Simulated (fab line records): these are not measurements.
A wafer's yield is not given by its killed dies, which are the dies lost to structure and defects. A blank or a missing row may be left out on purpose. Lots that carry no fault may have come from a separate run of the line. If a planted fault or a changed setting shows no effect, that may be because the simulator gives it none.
fab line records	flow n5_finfet
[record] lots = 7	wafers = 21
route steps=1938 shown BEOL_M1@753 BEOL_M2@844
start_h: the number of hours between the record's first day and the start of the first shown wafer of the lot	wait_h: hours from the lot's prior step to this one	" the same as in the row above	L1.1+2: several wafers, shown together as one row	- value missing, or start not given	* or withheld: withheld	< > ~ a bound
route shown NAME@n: NAME is a module with steps in the file, n the number in the route of the first one	usual: average and standard deviation across the fault-free wafers	same: alike in all rows	chamber/n: place in a boat	sites: the reading at each site	_std_site: the values' standard deviation	_edge_site: outer sites' mean less inner sites'	radius_mm: for every site, how far away it sits from the centre of the wafer	mask NAME#n: copy n	behind: the most recent tool/chamber to have shaped the wafer	hold: the reason the lot was held/the length of the hold in hours/how it ended	device: the transistor (n, p or np) that didn't switch	end of line: at the end of the route, the tests of the same wafers	step lacking rows: just its recipe	killed: the dies lost at the first sort to structure and to defects; this is not the yield of the wafer	map: a wafer's dies, marking killed ones x, the rest . and places with no die _
set.NAME: setting as actually run; set.NAME@STEP: the setting as run at that earlier step	model.NAME: the simulator's own value behind a step, which no gauge read
one table per step and one row per wafer, for lots whose settings were changed on purpose
[[steps]]
[step N5_BEOL_M1_PECVD_72]
[recipe] material = SiO2	target_thk_a = 160	temp_c = 400	precursor = TEOS/O2	pressure_torr = 5.5	rf_w = 450	teos_flow_sccm = 53.8	gas = O2	flow_sccm = 3000	time_s = 18
lot.wafer	tool	chamber	start_h	wait_h	set.time_s	model.SiO2_of_BEOL_M1_PECVD_72.thk_nm
L076.1+4	pecvd-04	1	128.45	0.0	18	15.6
L076.2	"	0	"	"	18	15.8
L082.1	pecvd-03	0	166.44	0.0	16.15	14.4
L082.2	"	2	"	"	18	15.8
L082.6	"	0	"	"	16.15	14.6
L089.2	pecvd-03	1	228.87	0.0	18	16.2
L089.3	"	0	"	"	19.74	17.4
L089.6	"	1	"	"	18	16.4
L093.4	pecvd-03	0	253.32	0.1	16.62	15
L093.5+6	"	1,0	"	"	18	16.2
L094.1	pecvd-04	1	258.21	0.0	20.11	17.6
L094.5	"	2	"	"	20.11	18
L094.6	"	1	"	"	18	16
L092.1	pecvd-03	0	259.25	0.0	18	16
L092.4	"	2	"	"	15.76	14
L092.5	"	0	"	"	15.76	14.2
L096.1	pecvd-03	2	259.36	0.0	16.76	15.2
L096.2	"	0	"	"	16.76	15
L096.6	"	0	"	"	18	16.4
[step N5_BEOL_M1_EXPOSE_08]
[recipe] mask_id = M1	na = 0.33	source_shape = dipole	sigma_inner = 0.369	sigma_outer = 0.767	polarization = unpolarized	dose_mj = 33
lot.wafer	tool	chamber	start_h	wait_h	mask	set.dose_mj
L076.1+2+4	euv_scanner-01	0	129.45	-	M1#0	33
L082.1+2	euv_scanner-02	0	167.37	-	M1#0	32.14
L082.6	"	0	"	"	M1#0	33
L089.2+6	euv_scanner-02	0	229.75	-	M1#0	34.77
L089.3	"	0	"	"	M1#0	33
L093.4+5+6	euv_scanner-02	0	253.73	-	M1#0	33
L094.1+6	euv_scanner-01	0	259.22	-	M1#0	31.45
L094.5	"	0	"	"	M1#0	33
L092.1	euv_scanner-02	0	259.86	-	M1#0	33
L092.4+5	"	0	"	"	M1#0	34.08
L096.1+6	euv_scanner-02	0	260.02	-	M1#0	33
L096.2	"	0	"	"	M1#0	32.1
[step N5_BEOL_M1_PEB_09]
[recipe] peb_temp_c = 100	peb_time_s = 60	resist = CAR-EUV
[step N5_BEOL_M1_DEVELOP_10]
[recipe] develop_time_s = 30	developer = TMAH	resist = CAR-EUV	rinse_liquid = surfactant_rinse	dry = air_spin	dev_temp_c = 23
[step N5_BEOL_M1_DESCUM_16]
[recipe] chemistry = O2	time_s = 7	source_power_w = 50	bias_power_w = 20	pressure_mtorr = 20	rf_frequency_hz = 2.712e+07	temp_c = 40	resist = CAR-EUV	o2_flow_sccm = 225
[step N5_BEOL_M1_ETCH_74]
[recipe] chemistry = N2/H2	target = underlayer	target_depth_a = 65	mask_material = CAR-EUV	time_s = 5.2	ion_energy_ev = 200	pressure_mtorr = 30	source_w = 840	bias_w = 150	n2_flow_sccm = 200	h2_flow_sccm = 200	ends = cleared
lot.wafer	tool	chamber	start_h	wait_h	set.dose_mj@BEOL_M1_EXPOSE_08	model.BEOL_M1.cd_offset_nm
L076.1+2+4	rie_diel-03	2,0,3	129.77	0.0	33	0
L082.1	rie_diel-03	1	167.65	0.0	32.14	-0.6
L082.2	"	3	"	"	32.14	-1
L082.6	"	1	"	"	33	0
L089.2+6	rie_diel-03	1,0	230.28	0.0	34.77	1.2
L089.3	"	3	"	"	33	-0.2
L093.4+6	rie_diel-03	1,0	254.00	0.0	33	0
L093.5	"	1	"	"	33	0.2
L094.1	rie_diel-02	3	259.57	0.0	31.45	-1
L094.5	"	0	"	"	33	0.2
L094.6	"	2	"	"	31.45	-0.6
L092.1	rie_diel-01	2	260.28	0.0	33	0.4
L092.4+5	"	1,0	"	"	34.08	0.6
L096.1+6	rie_diel-02	3,0	260.61	0.0	33	-0.2
L096.2	"	2	"	"	32.1	-0.4
[step N5_BEOL_M1_ETCH_63]
[recipe] chemistry = CF4	target = SiARC	target_depth_a = 156	mask_material = CAR-EUV	time_s = 26	ion_energy_ev = 80	pressure_mtorr = 40	source_w = 545	bias_w = 36	Ar_flow_sccm = 100	cf4_flow_sccm = 100	ends = cleared
lot.wafer	tool	chamber	start_h	wait_h	set.dose_mj@BEOL_M1_EXPOSE_08	model.BEOL_M1.cd_offset_nm
L076.1+2	rie_diel-03	2,0	129.79	0.0	33	0
L076.4	"	3	"	"	33	-0.2
L082.1	rie_diel-03	1	167.67	0.0	32.14	-0.6
L082.2	"	3	"	"	32.14	-1
L082.6	"	1	"	"	33	0.2
L089.2+6	rie_diel-03	1,0	230.29	0.0	34.77	1
L089.3	"	3	"	"	33	-0.4
L093.4+6	rie_diel-03	1,0	254.02	0.0	33	0
L093.5	"	1	"	"	33	0.2
L094.1	rie_diel-02	3	259.59	0.0	31.45	-1
L094.5	"	0	"	"	33	0
L094.6	"	2	"	"	31.45	-0.6
L092.1	rie_diel-01	2	260.30	0.0	33	0.2
L092.4+5	"	1,0	"	"	34.08	0.6
L096.1+6	rie_diel-02	3,0	260.63	0.0	33	-0.2
L096.2	"	2	"	"	32.1	-0.6
[step N5_BEOL_M1_ETCH_64]
[recipe] chemistry = N2/H2	target = SOC	target_depth_a = 750	overetch_a = 150	mask_material = SiARC	temp_c = 40	time_s = 112.5	ion_energy_ev = 200	pressure_mtorr = 30	source_w = 840	bias_w = 150	n2_flow_sccm = 200	h2_flow_sccm = 200
lot.wafer	tool	chamber	start_h	wait_h	set.dose_mj@BEOL_M1_EXPOSE_08	model.BEOL_M1.cd_offset_nm
L076.1	rie_diel-03	2	129.82	0.0	33	0.2
L076.2	"	0	"	"	33	-0.2
L076.4	"	3	"	"	33	0
L082.1	rie_diel-03	1	167.69	0.0	32.14	-0.8
L082.2	"	3	"	"	32.14	-1
L082.6	"	1	"	"	33	0
L089.2	rie_diel-03	1	230.32	0.0	34.77	0.8
L089.3	"	3	"	"	33	-0.4
L089.6	"	0	"	"	34.77	1
L093.4	rie_diel-03	1	254.04	0.0	33	-0.2
L093.5	"	1	"	"	33	0.2
L093.6	"	0	"	"	33	0
L094.1	rie_diel-02	3	259.62	0.0	31.45	-0.8
L094.5	"	0	"	"	33	0
L094.6	"	2	"	"	31.45	-0.6
L092.1	rie_diel-01	2	260.32	0.0	33	0.6
L092.4	"	1	"	"	34.08	1
L092.5	"	0	"	"	34.08	0.8
L096.1+6	rie_diel-02	3,0	260.66	0.0	33	-0.2
L096.2	"	2	"	"	32.1	-0.4
[step N5_BEOL_M1_STRIP_65]
[recipe] chemistry = N2/H2	temp_c = 40	n2_flow_sccm = 200	h2_flow_sccm = 200	rf_frequency_hz = 6e+07
[step N5_BEOL_M1_STRIP_75]
[recipe] chemistry = N2/H2	temp_c = 40	n2_flow_sccm = 200	h2_flow_sccm = 200	rf_frequency_hz = 6e+07
[step N5_BEOL_M1_STRIP_97]
[recipe] chemistry = N2/H2	time_s = 10	power_w = 450	temp_c = 40	pressure_mtorr = 20	rf_frequency_hz = 6e+07	bias_power_w = 7	n2_flow_sccm = 200	h2_flow_sccm = 200
[step N5_BEOL_M1_HM_STRIP_39]
[recipe] chemistry = peroxide_tin_strip	material = TiN	target_depth_a = 250	temp_c = 50	time_s = 158
lot.wafer	tool	chamber	start_h	wait_h	set.time_s@BEOL_M1_PECVD_72	model.SiO2_of_BEOL_M1_PECVD_72.thk_nm
L076.1+2+4	wet_bench-06	5,7,0	132.16	0.0	18	15.6
L082.1	wet_bench-04	2	174.71	0.0	16.15	14.2
L082.2	"	4	"	"	18	15.8
L082.6	"	1	"	"	16.15	14.4
L089.2	wet_bench-06	5	232.40	0.0	18	16
L089.3	"	7	"	"	19.74	17.4
L089.6	"	3	"	"	18	16.4
L093.4	wet_bench-06	0	255.91	0.0	16.62	14.8
L093.5+6	"	6,1	"	"	18	16
L094.1	wet_bench-04	6	261.65	0.0	20.11	17.4
L094.5	"	1	"	"	20.11	17.8
L094.6	"	5	"	"	18	15.8
L092.1	wet_bench-06	2	264.62	0.0	18	15.8
L092.4+5	"	7,0	"	"	15.76	14
L096.1	wet_bench-05	7	264.66	0.0	16.76	15
L096.2	"	1	"	"	16.76	14.8
L096.6	"	0	"	"	18	16.2
[step N5_BEOL_M2_HM_DEP_02]
[recipe] material = TiN	target_thk_a = 200	temp_c = 25	chamber_pressure_pa = 0.49996
lot.wafer	tool	chamber	start_h	wait_h	set.target_thk_a	model.TiN_of_BEOL_M2_HM_DEP_02.thk_nm
L076.1	pvd_sputter-01	-	136.88	0.7	200	20
L076.2+4	"	-	"	"	200	20.2
L082.1	pvd_sputter-03	-	179.74	0.6	200	20
L082.2	"	-	"	"	200	20.4
L082.6	"	-	"	"	200	19.8
L089.2	pvd_sputter-01	-	236.77	0.0	200	20
L089.3+6	"	-	"	"	200	19.8
L093.4	pvd_sputter-01	-	260.03	0.2	213.4	21.6
L093.5	"	-	"	"	213.4	21.2
L093.6	"	-	"	"	200	20
L094.1	pvd_sputter-03	-	265.69	0.2	200	20.2
L094.5+6	"	-	"	"	200	20
L092.1	pvd_sputter-01	-	268.92	0.0	200	20.2
L092.4	"	-	"	"	216.6	21.6
L092.5	"	-	"	"	216.6	21.8
L096.1+2	pvd_sputter-02	-	270.56	1.2	186	18.4
L096.6	"	-	"	"	186	18.8
[step N5_BEOL_M2_COAT_61]
[recipe] resist = SOC	temp_c = 250	time_s = 60	spin_rpm = 1500	resist_thk_nm = 60
lot.wafer	tool	chamber	start_h	wait_h	set.spin_rpm	model.SOC_of_BEOL_M2_COAT_61.thk_nm
L076.1	litho_track-02	0	137.01	0.1	1500	60.2
L076.2+4	"	0	"	"	1500	60.4
L082.1+2+6	litho_track-01	0	179.86	0.1	1500	59.8
L089.2	litho_track-01	0	236.89	0.1	1656	56.8
L089.3	"	0	"	"	1500	59.6
L089.6	"	0	"	"	1500	60.2
L093.4	litho_track-02	0	260.16	0.1	1500	60
L093.5+6	"	0	"	"	1372	63
L094.1+5+6	litho_track-02	0	265.81	0.1	1500	60.2
L092.1+4	litho_track-02	0	269.04	0.1	1500	60.4
L092.5	"	0	"	"	1367	63.2
L096.1+2	litho_track-02	0	270.68	0.1	1392	62.2
L096.6	"	0	"	"	1500	60
[step N5_BEOL_M2_COAT_62]
[recipe] resist = SiARC	temp_c = 220	time_s = 60	spin_rpm = 1500	resist_thk_nm = 12
[step N5_BEOL_M2_COAT_73]
[recipe] resist = underlayer	temp_c = 205	time_s = 60	spin_rpm = 1500	resist_thk_nm = 5
[step N5_BEOL_M2_ETCH_74]
[recipe] chemistry = N2/H2	target = underlayer	target_depth_a = 65	mask_material = CAR-EUV	time_s = 5.2	ion_energy_ev = 200	pressure_mtorr = 30	source_w = 840	bias_w = 150	n2_flow_sccm = 200	h2_flow_sccm = 200	ends = cleared
[step N5_BEOL_M2_ETCH_63]
[recipe] chemistry = CF4	target = SiARC	target_depth_a = 156	mask_material = CAR-EUV	time_s = 26	ion_energy_ev = 80	pressure_mtorr = 40	source_w = 545	bias_w = 36	Ar_flow_sccm = 100	cf4_flow_sccm = 100	ends = cleared
[step N5_BEOL_M2_ETCH_64]
[recipe] chemistry = N2/H2	target = SOC	target_depth_a = 750	overetch_a = 225	mask_material = SiARC	temp_c = 40	time_s = 121.9	ion_energy_ev = 200	pressure_mtorr = 30	source_w = 840	bias_w = 150	n2_flow_sccm = 200	h2_flow_sccm = 200
lot.wafer	tool	chamber	start_h	wait_h	set.spin_rpm@BEOL_M2_COAT_61	model.etch.depth_nm
L076.1	rie_diel-05	0	137.48	0.0	1500	60.25
L076.2	"	2	"	"	1500	60.36
L076.4	"	3	"	"	1500	60.32
L082.1	rie_diel-06	3	180.36	0.0	1500	59.89
L082.2	"	2	"	"	1500	59.84
L082.6	"	2	"	"	1500	59.76
L089.2	rie_diel-04	1	237.49	0.0	1656	56.83
L089.3	"	3	"	"	1500	59.7
L089.6	"	3	"	"	1500	60.12
L093.4	rie_diel-06	2	260.78	0.0	1500	60.09
L093.5	"	3	"	"	1372	62.95
L093.6	"	0	"	"	1372	62.91
L094.1	rie_diel-06	3	266.41	0.0	1500	60.19
L094.5	"	0	"	"	1500	60.27
L094.6	"	3	"	"	1500	60.26
L092.1	rie_diel-05	2	269.52	0.0	1500	60.31
L092.4	"	1	"	"	1500	60.4
L092.5	"	3	"	"	1367	63.2
L096.1	rie_diel-06	1	271.28	0.0	1392	62.27
L096.2	"	3	"	"	1392	62.3
L096.6	"	3	"	"	1500	60.02
[step N5_BEOL_M2_STRIP_65]
[recipe] chemistry = N2/H2	temp_c = 40	n2_flow_sccm = 200	h2_flow_sccm = 200	rf_frequency_hz = 6e+07
[step N5_BEOL_M2_STRIP_75]
[recipe] chemistry = N2/H2	temp_c = 40	n2_flow_sccm = 200	h2_flow_sccm = 200	rf_frequency_hz = 6e+07
[step N5_BEOL_M2_STRIP_66]
[recipe] chemistry = CF4	resist = SiARC	power_w = 300	bias_power_w = 75	pressure_mtorr = 50	cf4_flow_sccm = 150	rf_frequency_hz = 6e+07
[step N5_BEOL_M2_HM_OPEN_17]
[recipe] chemistry = Cl2/BCl3	target_depth_a = 200	overetch_a = 60	target = TiN	mask_material = SOC	ion_energy_ev = 150	pressure_mtorr = 10	icp_w = 1000	bias_w = 126	Cl2_flow_sccm = 53.25	bcl3_flow_sccm = 21.75	Ar_flow_sccm = 25
lot.wafer	tool	chamber	start_h	wait_h	set.target_thk_a@BEOL_M2_HM_DEP_02	set.spin_rpm@BEOL_M2_COAT_61	model.SOC_of_BEOL_M2_COAT_61.thk_nm	model.etch.depth_nm
L076.1	rie_metal-01	0	137.65	0.0	200	1500	52.4	20.04
L076.2	"	1	"	"	200	1500	52.4	20.16
L076.4	"	1	"	"	200	1500	52.2	20.25
L082.1	rie_metal-02	1	180.53	0.0	200	1500	52	19.94
L082.2	"	0	"	"	200	1500	51.8	20.35
L082.6	"	1	"	"	200	1500	51.8	19.86
L089.2	rie_metal-03	1	237.66	0.0	200	1656	49	20.02
L089.3	"	1	"	"	200	1500	52	19.86
L089.6	"	0	"	"	200	1500	52.6	19.83
L093.4	rie_metal-01	0	260.99	0.1	213.4	1500	52.2	21.62
L093.5	"	0	"	"	213.4	1372	55.2	21.29
L093.6	"	1	"	"	200	1372	55	19.92
L094.1	rie_metal-02	0	266.58	0.0	200	1500	52.2	20.29
L094.5	"	0	"	"	200	1500	52.2	20.1
L094.6	"	0	"	"	200	1500	52.2	19.92
L092.1	rie_metal-02	0	269.69	0.0	200	1500	52.2	20.23
L092.4	"	0	"	"	216.6	1500	52.2	21.67
L092.5	"	0	"	"	216.6	1367	55.2	21.84
L096.1	rie_metal-02	0	271.45	0.0	186	1392	54.2	18.37
L096.2	"	0	"	"	186	1392	54.4	18.35
L096.6	"	0	"	"	186	1500	52	18.79
[[key]]
[split] step = N5_BEOL_M1_PECVD_72	setting = time_s	stated = 18	by = wafer
[response] step = N5_BEOL_M1_PECVD_72	reading = model.SiO2_of_BEOL_M1_PECVD_72.thk_nm	change = +0.145	per = 1%	r = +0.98
[response] step = N5_BEOL_M1_HM_STRIP_39	reading = model.SiO2_of_BEOL_M1_PECVD_72.thk_nm	change = +0.148	per = 1%	r = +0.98
[split] step = N5_BEOL_M1_EXPOSE_08	setting = dose_mj	stated = 33	by = wafer
[response] step = N5_BEOL_M1_ETCH_74	reading = model.BEOL_M1.cd_offset_nm	change = +0.204	per = 1%	r = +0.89
[response] step = N5_BEOL_M1_ETCH_63	reading = model.BEOL_M1.cd_offset_nm	change = +0.215	per = 1%	r = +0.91
[response] step = N5_BEOL_M1_ETCH_64	reading = model.BEOL_M1.cd_offset_nm	change = +0.187	per = 1%	r = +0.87
[split] step = N5_BEOL_M2_HM_DEP_02	setting = target_thk_a	stated = 200	by = wafer
[response] step = N5_BEOL_M2_HM_DEP_02	reading = model.TiN_of_BEOL_M2_HM_DEP_02.thk_nm	change = +0.192	per = 1%	r = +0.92
[response] step = N5_BEOL_M2_HM_OPEN_17	reading = model.etch.depth_nm	change = +0.202	per = 1%	r = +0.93
[split] step = N5_BEOL_M2_COAT_61	setting = spin_rpm	stated = 1500	by = wafer
[response] step = N5_BEOL_M2_COAT_61	reading = model.SOC_of_BEOL_M2_COAT_61.thk_nm	change = -0.316	per = 1%	r = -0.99
[response] step = N5_BEOL_M2_ETCH_64	reading = model.etch.depth_nm	change = -0.314	per = 1%	r = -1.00
[response] step = N5_BEOL_M2_HM_OPEN_17	reading = model.SOC_of_BEOL_M2_COAT_61.thk_nm	change = -0.328	per = 1%	r = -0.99
